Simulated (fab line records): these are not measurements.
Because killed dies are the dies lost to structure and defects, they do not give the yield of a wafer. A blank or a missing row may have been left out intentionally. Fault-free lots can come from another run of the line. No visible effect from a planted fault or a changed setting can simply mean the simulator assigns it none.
Which tool did it? | flow nand-harc | Sampling: 24 lots, 72 wafers, 6 of 1159 route steps

== WHAT THE GAUGES SHOWED, per wafer ==
The record holds no reading of a measuring or inspecting step that can be judged against a usual standard deviation.

== TOOL THAT RAN EACH LOT (tool first, then ch and the chambers of the sampled wafers, then the start) ==
lot  | NHARC_A_STAIRCASE_STRIP_316                   | NHARC_A_STAIRCASE_ALD_415        | NHARC_A_STAIRCASE_STRIP_446          | NHARC_A_STAIRCASE_ETCHBACK_157     | NHARC_A_SGD_CUT_DEP_00          | NHARC_A_SLIT_DEP_00
L074 | rie-diel-01 ch 0,2,3, day 12 06:25 or earlier | ald-hk-02 ch 0,1,2, day 12 06:25 | plasma-asher-01 ch 0,1, day 14 02:07 | rie-diel-08 ch 1,2,3, day 14 03:57 | pecvd-03 ch 0,1,2, day 14 05:09 | acl-dep-02 ch 0, day 14 12:10
L075 | rie-diel-01 ch 0,1,3, day 12 08:51 or earlier | ald-hk-01 ch 0,1,3, day 12 08:51 | plasma-asher-02 ch 0,1, day 14 01:40 | rie-diel-08 ch 0,1,2, day 14 03:20 | pecvd-02 ch 1,2, day 14 04:26   | acl-dep-01 ch 0, day 14 12:44
L078 | rie-diel-01 ch 0,1, day 12 17:05 or earlier   | ald-hk-01 ch 0,1,3, day 12 17:05 | plasma-asher-01 ch 0,1, day 14 10:24 | rie-diel-01 ch 2,3, day 14 12:10   | pecvd-03 ch 0,1, day 14 13:08   | acl-dep-03 ch 0, day 14 21:03
L077 | rie-diel-02 ch 0,2,3, day 12 18:24 or earlier | ald-hk-03 ch 0,1,3, day 12 18:24 | plasma-asher-01 ch 0,1, day 14 12:16 | rie-diel-02 ch 0,1,3, day 14 13:58 | pecvd-02 ch 0,1, day 14 15:01   | acl-dep-02 ch 0, day 14 21:41
L076 | rie-diel-02 ch 2,3, day 12 22:37 or earlier   | ald-hk-01 ch 1,2,3, day 12 22:37 | plasma-asher-02 ch 0,1, day 14 18:01 | rie-diel-08 ch 2,3, day 14 19:51   | pecvd-04 ch 0,2, day 14 21:54   | acl-dep-01 ch 0, day 15 11:18
L079 | rie-diel-08 ch 0,1,3, day 13 02:25 or earlier | ald-hk-01 ch 0,1, day 13 02:25   | plasma-asher-01 ch 0,1, day 14 22:22 | rie-diel-08 ch 2,3, day 15 00:06   | pecvd-03 ch 0,1,2, day 15 01:32 | acl-dep-02 ch 0, day 15 09:12
L081 | rie-diel-02 ch 1,2, day 13 21:16 or earlier   | ald-hk-03 ch 0,1, day 13 21:16   | plasma-asher-02 ch 0,1, day 15 16:32 | rie-diel-01 ch 0,1,3, day 15 18:18 | pecvd-02 ch 0,1,2, day 15 19:16 | acl-dep-01 ch 0, day 16 04:38
L080 | rie-diel-02 ch 0,1,3, day 14 03:47 or earlier | ald-hk-02 ch 0,1,2, day 14 03:47 | plasma-asher-02 ch 0,1, day 15 20:43 | rie-diel-08 ch 1,2, day 15 22:26   | pecvd-02 ch 1,2, day 15 23:28   | acl-dep-02 ch 0, day 16 04:55
L084 | rie-diel-02 ch 1,2, day 14 06:05 or earlier   | ald-hk-01 ch 1,2, day 14 06:05   | plasma-asher-01 ch 0,1, day 15 20:41 | rie-diel-02 ch 0,1,3, day 15 22:23 | pecvd-04 ch 0,1,2, day 15 23:32 | acl-dep-03 ch 0, day 16 05:39
L083 | rie-diel-08 ch 0,1, day 14 07:29 or earlier   | ald-hk-01 ch 1,2, day 14 07:29   | plasma-asher-01 ch 0,1, day 15 20:51 | rie-diel-01 ch 1,3, day 15 22:37   | pecvd-03 ch 1,2, day 15 23:51   | acl-dep-03 ch 0, day 16 08:34
L082 | rie-diel-02 ch 0,3, day 14 08:57 or earlier   | ald-hk-02 ch 1,3, day 14 08:57   | plasma-asher-02 ch 0,1, day 15 22:19 | rie-diel-02 ch 0,1,2, day 16 00:08 | pecvd-03 ch 1,2, day 16 01:07   | acl-dep-02 ch 0, day 16 08:49
L088 | rie-diel-01 ch 0,1, day 15 05:41 or earlier   | ald-hk-02 ch 0,1,2, day 15 05:41 | plasma-asher-02 ch 0,1, day 16 22:28 | rie-diel-01 ch 1,2, day 17 00:10   | pecvd-03 ch 0,1,2, day 17 01:32 | acl-dep-03 ch 0, day 17 09:25
L087 | rie-diel-08 ch 0,1,3, day 15 08:17 or earlier | ald-hk-02 ch 0,2,3, day 15 08:17 | plasma-asher-01 ch 1, day 16 22:17   | rie-diel-01 ch 0,2,3, day 17 00:01 | pecvd-02 ch 0,1,2, day 17 01:26 | acl-dep-02 ch 0, day 17 09:28
L085 | rie-diel-08 ch 0,1,2, day 15 15:00 or earlier | ald-hk-03 ch 0,1,2, day 15 15:00 | plasma-asher-02 ch 0,1, day 17 11:35 | rie-diel-02 ch 0,2,3, day 17 13:20 | pecvd-03 ch 0,1,2, day 17 14:16 | acl-dep-02 ch 0, day 17 23:53
L086 | rie-diel-01 ch 0,1, day 15 16:05 or earlier   | ald-hk-01 ch 2,3, day 15 16:05   | plasma-asher-01 ch 0,1, day 17 11:25 | rie-diel-02 ch 0,1, day 17 13:08   | pecvd-02 ch 1,2, day 17 14:11   | acl-dep-01 ch 0, day 17 22:34
L090 | rie-diel-01 ch 1,3, day 16 00:04 or earlier   | ald-hk-03 ch 0,2,3, day 16 00:04 | plasma-asher-02 ch 0,1, day 17 18:39 | rie-diel-02 ch 0,2,3, day 17 20:20 | pecvd-04 ch 0,1,2, day 17 21:28 | acl-dep-01 ch 0, day 18 07:08
L089 | rie-diel-01 ch 1,2, day 16 01:54 or earlier   | ald-hk-03 ch 0,2, day 16 01:54   | plasma-asher-02 ch 0,1, day 17 19:32 | rie-diel-02 ch 1,2,3, day 17 21:12 | pecvd-04 ch 0,2, day 17 22:19   | acl-dep-01 ch 0, day 18 10:58
L092 | rie-diel-01 ch 0,1, day 16 03:29 or earlier   | ald-hk-02 ch 0,1,2, day 16 03:29 | plasma-asher-01 ch 0,1, day 17 18:03 | rie-diel-02 ch 0,1,2, day 17 19:47 | pecvd-04 ch 0,1,2, day 17 20:55 | acl-dep-02 ch 0, day 18 07:28
L091 | rie-diel-08 ch 1,2,3, day 16 04:48 or earlier | ald-hk-01 ch 0,1,2, day 16 04:48 | plasma-asher-02 ch 0,1, day 17 18:19 | rie-diel-08 ch 0,1,2, day 17 20:02 | pecvd-03 ch 0,1,2, day 17 21:13 | acl-dep-02 ch 0, day 18 09:25
L094 | rie-diel-01 ch 0,1, day 16 20:37 or earlier   | ald-hk-01 ch 0,1,3, day 16 20:37 | plasma-asher-02 ch 0,1, day 18 16:18 | rie-diel-01 ch 1,2, day 18 17:59   | pecvd-02 ch 0,1,2, day 18 18:59 | acl-dep-02 ch 0, day 19 06:05
L093 | rie-diel-02 ch 2,3, day 16 23:26 or earlier   | ald-hk-02 ch 1,2, day 16 23:26   | plasma-asher-01 ch 0, day 18 17:01   | rie-diel-01 ch 1,2,3, day 18 18:43 | pecvd-02 ch 0,2, day 18 19:41   | acl-dep-01 ch 0, day 19 06:57
L095 | rie-diel-08 ch 0,2,3, day 16 23:28 or earlier | ald-hk-03 ch 0,1,3, day 16 23:28 | plasma-asher-02 ch 0,1, day 18 15:41 | rie-diel-01 ch 0,2,3, day 18 17:20 | pecvd-04 ch 1,2, day 18 18:43   | acl-dep-01 ch 0, day 19 05:40
L096 | rie-diel-02 ch 1,2, day 17 01:42 or earlier   | ald-hk-02 ch 1,2,3, day 17 01:42 | plasma-asher-01 ch 0,1, day 18 15:50 | rie-diel-08 ch 0,1,2, day 18 17:31 | pecvd-02 ch 0,1,2, day 18 18:43 | acl-dep-03 ch 0, day 19 05:53
L097 | rie-diel-08 ch 0,1,3, day 17 14:03 or earlier | ald-hk-03 ch 1,2,3, day 17 14:03 | plasma-asher-01 ch 0,1, day 19 13:41 | rie-diel-08 ch 0,3, day 19 15:17   | pecvd-02 ch 0,1, day 19 16:15   | acl-dep-03 ch 0, day 20 02:58
- NHARC_A_STAIRCASE_STRIP_316: strips in O2.
- NHARC_A_STAIRCASE_ALD_415: deposits SiO2, target thk 30 nm, pulse time 6 s, ald cycles 300.
- NHARC_A_STAIRCASE_STRIP_446: strips in O2.
- NHARC_A_STAIRCASE_ETCHBACK_157: etches the open film in CH3F/O2, target depth 90 nm, time 167.14 s.
- NHARC_A_SGD_CUT_DEP_00: deposits SiNx, target thk 50 nm.
- NHARC_A_SLIT_DEP_00: deposits aC, target thk 3200 nm.

== AS READ BY THE TOOLS THEMSELVES (means over the sampled wafers that have a number; for cases with no such wafer, the mark the record gives instead) ==
NHARC_A_STAIRCASE_STRIP_316.
lot  | tool        | drypump-motor-current-A (A) | mfc-ar-sccm (sccm) | oes-product-au (a.u.) | rf-vpp-V (V) | showerhead-plenum-p-Torr (Torr) | throttle-valve-pct (%)
L074 | rie-diel-01 | 6.0                         | 0.022              | 0.981                 | 57.5         | 3.42                            | 17.033
L075 | rie-diel-01 | 6.0                         | 0.011              | 0.999                 | 57.1         | 3.47                            | 17.041
L078 | rie-diel-01 | 6.3                         | 0.013              | 0.986                 | 57.8         | 3.50                            | 17.033
L077 | rie-diel-02 | 5.7                         | 0.026              | 1.019                 | 58.0         | 3.49                            | 17.035
L076 | rie-diel-02 | 6.0                         | 0.029              | 0.998                 | 57.6         | 3.44                            | 17.044
L079 | rie-diel-08 | 5.5                         | 0.006              | 0.991                 | 57.4         | 3.47                            | 17.034
L081 | rie-diel-02 | 6.0                         | 0.019              | 0.995                 | 58.3         | 3.55                            | 17.035
L080 | rie-diel-02 | 5.8                         | 0.013              | 1.013                 | 57.8         | 3.57                            | 17.040
L084 | rie-diel-02 | 6.0                         | 0.019              | 0.989                 | 57.4         | 3.55                            | 17.036
L083 | rie-diel-08 | 5.7                         | 0.006              | 0.997                 | 57.3         | 3.37                            | 17.034
L082 | rie-diel-02 | 5.5                         | 0.023              | 1.014                 | 57.6         | 3.54                            | 17.038
L088 | rie-diel-01 | 6.0                         | 0.007              | 1.016                 | 57.9         | 3.55                            | 17.044
L087 | rie-diel-08 | 5.5                         | 0.006              | 0.996                 | 57.2         | 3.46                            | 17.044
L085 | rie-diel-08 | 5.7                         | 0.017              | 0.999                 | 57.4         | 3.46                            | 17.039
L086 | rie-diel-01 | 6.3                         | 0.013              | 1.003                 | 57.5         | 3.49                            | 17.025
L090 | rie-diel-01 | 5.6                         | 0.008              | 0.984                 | 58.4         | 3.42                            | 17.031
L089 | rie-diel-01 | 5.9                         | 0.023              | 0.990                 | 58.1         | 3.51                            | 17.038
L092 | rie-diel-01 | 6.0                         | 0.007              | 1.017                 | 57.6         | 3.55                            | 17.045
L091 | rie-diel-08 | 5.4                         | 0.017              | 0.995                 | 57.9         | 3.54                            | 17.042
L094 | rie-diel-01 | 6.3                         | 0.013              | 1.002                 | 57.6         | 3.49                            | 17.047
L093 | rie-diel-02 | 6.1                         | 0.015              | 0.997                 | 58.3         | 3.46                            | 17.041
L095 | rie-diel-08 | 5.8                         | 0.011              | 1.003                 | 57.7         | 3.51                            | 17.043
L096 | rie-diel-02 | 5.9                         | 0.031              | 0.985                 | 57.5         | 3.46                            | 17.036
L097 | rie-diel-08 | 5.5                         | 0.006              | 0.998                 | 58.1         | 3.44                            | 17.049

NHARC_A_STAIRCASE_ALD_415.
lot  | tool      | heater-power-w (W) | precursor-pulse-height-rel
L074 | ald-hk-02 | 498                | 0.990
L075 | ald-hk-01 | 481                | 1.004
L078 | ald-hk-01 | 479                | 0.997
L077 | ald-hk-03 | 436                | 1.001
L076 | ald-hk-01 | 485                | 1.002
L079 | ald-hk-01 | 461                | 0.976
L081 | ald-hk-03 | 412                | 0.988
L080 | ald-hk-02 | 460                | 1.007
L084 | ald-hk-01 | 493                | 0.980
L083 | ald-hk-01 | 487                | 1.015
L082 | ald-hk-02 | 466                | 1.007
L088 | ald-hk-02 | 471                | 0.999
L087 | ald-hk-02 | 474                | 1.019
L085 | ald-hk-03 | 444                | 0.998
L086 | ald-hk-01 | 495                | 0.984
L090 | ald-hk-03 | 479                | 0.995
L089 | ald-hk-03 | 485                | 1.000
L092 | ald-hk-02 | 471                | 0.993
L091 | ald-hk-01 | 476                | 1.020
L094 | ald-hk-01 | 479                | 1.015
L093 | ald-hk-02 | 448                | 0.990
L095 | ald-hk-03 | 434                | 0.999
L096 | ald-hk-02 | 459                | 1.001
L097 | ald-hk-03 | 440                | 0.976

NHARC_A_STAIRCASE_STRIP_446.
lot  | tool            | drypump-motor-current-A (A) | heater-power-w (W)
L074 | plasma-asher-01 | 5.8                         | 297
L075 | plasma-asher-02 | 5.6                         | 301
L078 | plasma-asher-01 | 5.6                         | 304
L077 | plasma-asher-01 | 5.6                         | 308
L076 | plasma-asher-02 | 6.0                         | 303
L079 | plasma-asher-01 | 5.6                         | 306
L081 | plasma-asher-02 | 6.0                         | 308
L080 | plasma-asher-02 | 5.6                         | 300
L084 | plasma-asher-01 | 5.8                         | 302
L083 | plasma-asher-01 | 5.8                         | 303
L082 | plasma-asher-02 | 5.6                         | 299
L088 | plasma-asher-02 | 6.0                         | 298
L087 | plasma-asher-01 | 5.5                         | 308
L085 | plasma-asher-02 | 6.0                         | 307
L086 | plasma-asher-01 | 5.8                         | 297
L090 | plasma-asher-02 | 5.6                         | 301
L089 | plasma-asher-02 | 6.0                         | 302
L092 | plasma-asher-01 | 5.6                         | 307
L091 | plasma-asher-02 | 5.6                         | 307
L094 | plasma-asher-02 | 5.6                         | 303
L093 | plasma-asher-01 | 5.9                         | 298
L095 | plasma-asher-02 | 5.6                         | 303
L096 | plasma-asher-01 | 5.6                         | 303
L097 | plasma-asher-01 | 5.6                         | 303

NHARC_A_STAIRCASE_ETCHBACK_157.
lot  | tool        | drypump-motor-current-A (A) | mfc-ar-sccm (sccm) | oes-product-au (a.u.) | rf-fwd-power-W (W) | rf-vpp-V (V) | showerhead-plenum-p-Torr (Torr) | throttle-valve-pct (%)
L074 | rie-diel-08 | 5.4                         | 200.1              | 1.00                  | 496.2              | 244.6        | 2.48                            | 20.665
L075 | rie-diel-08 | 5.7                         | 199.8              | 0.99                  | 498.6              | 244.6        | 2.41                            | 20.666
L078 | rie-diel-01 | 5.6                         | 200.8              | 0.99                  | 498.6              | 242.8        | 2.35                            | 20.664
L077 | rie-diel-02 | 5.8                         | 199.5              | 0.94                  | 498.3              | 244.8        | 2.48                            | 20.672
L076 | rie-diel-08 | 5.7                         | 199.7              | 1.00                  | 498.1              | 244.6        | 2.52                            | 20.665
L079 | rie-diel-08 | 5.5                         | 200.4              | 0.99                  | 497.2              | 245.3        | 2.52                            | 20.661
L081 | rie-diel-01 | 5.9                         | 199.4              | 1.00                  | 496.8              | 244.4        | 2.41                            | 20.659
L080 | rie-diel-08 | 5.6                         | 200.0              | 0.92                  | 498.3              | 244.5        | 2.47                            | 20.661
L084 | rie-diel-02 | 5.8                         | 199.9              | 1.00                  | 498.4              | 243.9        | 2.48                            | 20.658
L083 | rie-diel-01 | 5.6                         | 200.0              | 1.00                  | 499.4              | 243.1        | 2.38                            | 20.659
L082 | rie-diel-02 | 5.7                         | 199.9              | 1.00                  | 498.0              | 244.0        | 2.45                            | 20.667
L088 | rie-diel-01 | 5.8                         | 200.2              | 1.01                  | 499.2              | 243.8        | 2.48                            | 20.663
L087 | rie-diel-01 | 6.0                         | 200.5              | 0.94                  | 497.1              | 244.1        | 2.37                            | 20.661
L085 | rie-diel-02 | 5.7                         | 200.7              | 0.99                  | 497.2              | 242.9        | 2.41                            | 20.656
L086 | rie-diel-02 | 5.4                         | 199.8              | 0.99                  | 497.0              | 244.9        | 2.48                            | 20.663
L090 | rie-diel-02 | 5.7                         | 199.5              | 0.93                  | 499.1              | 244.7        | 2.41                            | 20.668
L089 | rie-diel-02 | 6.0                         | 199.8              | 0.91                  | 498.8              | 244.1        | 2.44                            | 20.658
L092 | rie-diel-02 | 5.6                         | 199.7              | 0.95                  | 497.7              | 244.4        | 2.44                            | 20.657
L091 | rie-diel-08 | 5.7                         | 199.7              | 0.92                  | 498.1              | 242.9        | 2.40                            | 20.669
L094 | rie-diel-01 | 5.8                         | 199.2              | 1.00                  | 497.3              | 243.1        | 2.44                            | 20.655
L093 | rie-diel-01 | 5.7                         | 199.0              | 0.95                  | 498.0              | 243.4        | 2.40                            | 20.665
L095 | rie-diel-01 | 6.0                         | 200.2              | 0.93                  | 495.7              | 243.7        | 2.36                            | 20.659
L096 | rie-diel-08 | 5.7                         | 199.0              | 1.00                  | 498.8              | 244.1        | 2.39                            | 20.661
L097 | rie-diel-08 | 5.8                         | 200.0              | 1.00                  | 497.8              | 242.0        | 2.37                            | 20.658

NHARC_A_SGD_CUT_DEP_00.
lot  | tool     | heater-power-w (W) | rf-fwd-power-W (W)
L074 | pecvd-03 | 705                | 446.8
L075 | pecvd-02 | 597                | 447.3
L078 | pecvd-03 | 624                | 447.7
L077 | pecvd-02 | 678                | 446.0
L076 | pecvd-04 | 681                | 447.2
L079 | pecvd-03 | 716                | 446.8
L081 | pecvd-02 | 716                | 448.6
L080 | pecvd-02 | 601                | 447.2
L084 | pecvd-04 | 639                | 447.8
L083 | pecvd-03 | 793                | 447.1
L082 | pecvd-03 | 805                | 446.7
L088 | pecvd-03 | 727                | 449.8
L087 | pecvd-02 | 704                | 446.9
L085 | pecvd-03 | 739                | 447.5
L086 | pecvd-02 | 645                | 447.6
L090 | pecvd-04 | 662                | 447.2
L089 | pecvd-04 | 671                | 447.0
L092 | pecvd-04 | 657                | 449.2
L091 | pecvd-03 | 708                | 448.8
L094 | pecvd-02 | 683                | 447.4
L093 | pecvd-02 | 743                | 446.4
L095 | pecvd-04 | 606                | 448.4
L096 | pecvd-02 | 699                | 447.1
L097 | pecvd-02 | 705                | 446.3

NHARC_A_SLIT_DEP_00.
lot  | tool       | throttle-valve-pct (%)
L074 | acl-dep-02 | 34.998
L075 | acl-dep-01 | 34.994
L078 | acl-dep-03 | 34.995
L077 | acl-dep-02 | 35.001
L076 | acl-dep-01 | 35.005
L079 | acl-dep-02 | 34.997
L081 | acl-dep-01 | 35.005
L080 | acl-dep-02 | 34.996
L084 | acl-dep-03 | 35.005
L083 | acl-dep-03 | 34.996
L082 | acl-dep-02 | 34.998
L088 | acl-dep-03 | 34.996
L087 | acl-dep-02 | 34.990
L085 | acl-dep-02 | 34.998
L086 | acl-dep-01 | 34.991
L090 | acl-dep-01 | 34.996
L089 | acl-dep-01 | 34.989
L092 | acl-dep-02 | 35.004
L091 | acl-dep-02 | 35.010
L094 | acl-dep-02 | 35.004
L093 | acl-dep-01 | 34.999
L095 | acl-dep-01 | 35.001
L096 | acl-dep-03 | 34.997
L097 | acl-dep-03 | 34.999

== THE ANSWER, worked out from the rows above alone ==
Rule: usual is defined by the lots themselves. Put in order of their means at a reading, lots are off if they are a third of the lots or fewer, leave a main group of 4 or more, and stand apart from it by a gap of 3 or more times the standard deviation of the main group's means; of several such gaps the widest counts. A main group is skipped when, at the precision printed for the reading in the tables above, its means are all equal. A lot without any number at a reading at which 4 lots or more have one is off too. All remaining lots with rows at the step are treated as sound. The gauges are gone through in route order, then the tools' own readings, and for those a lot's mean is taken as printed above. The first step at which some lot is off is used, and at that step the reading that is off furthest; a lot without a number counts as furthest.
No lot is off at any reading shown: from this, nothing can be told.

== WHAT THE SIMULATOR HAD PUT IN ==
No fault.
